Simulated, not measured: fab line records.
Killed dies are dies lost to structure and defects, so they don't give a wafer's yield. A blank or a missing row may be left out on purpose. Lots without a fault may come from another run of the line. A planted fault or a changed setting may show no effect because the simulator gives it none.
Chamber matching | flow n5 finfet | 4 sister chambers for N5_FIN_SAQP_ETCH_57 on rie diel-02
The step etches SiNx in CH3F/O2, target depth 32.5 nm, time 46.4 s. 4 wafers are shown with their chamber, then 7 later ones without.

WAFERS WITH THEIR CHAMBER
wafer  | chamber | drypump motor current A (A)
L084.3 | 3       | 5.9
L088.5 | 2       | 5.1
L090.2 | 0       | 6.5
L090.5 | 1       | 6.3

WAFERS MISSING THEIR CHAMBER
wafer  | drypump motor current A (A)
L090.6 | 6.5
L093.2 | 5.1
L093.4 | 6.5
L093.5 | 5.9
L095.2 | 5.9
L095.3 | 6.6
L095.5 | 6.5

THE CHAMBER EACH PASSED THROUGH
wafer  | from the rows above | in truth
L090.6 | 0                   | 0
L093.2 | 2                   | 2
L093.4 | 0                   | 0
L093.5 | 3                   | 3
L095.2 | 3                   | 3
L095.3 | 0                   | 0
L095.5 | 0                   | 0
Placed correctly: 7 of 7. From these rows, 0 cannot be placed. Wrongly placed: 0.
How it was worked out, from the rows above alone: a wafer's distance from a chamber is the root of the sum, over the readings, of the square of ((its reading less the chamber's mean) divided by the reading's scatter). The wafer belongs to the nearest chamber; if the next one is less than 2 further off, it can't be placed. The mean given for a chamber averages the wafers shown for that chamber. The scatter (one wafer shown for each chamber): square how far every hidden wafer sits from the nearest shown wafer, average those squares and take the square root.
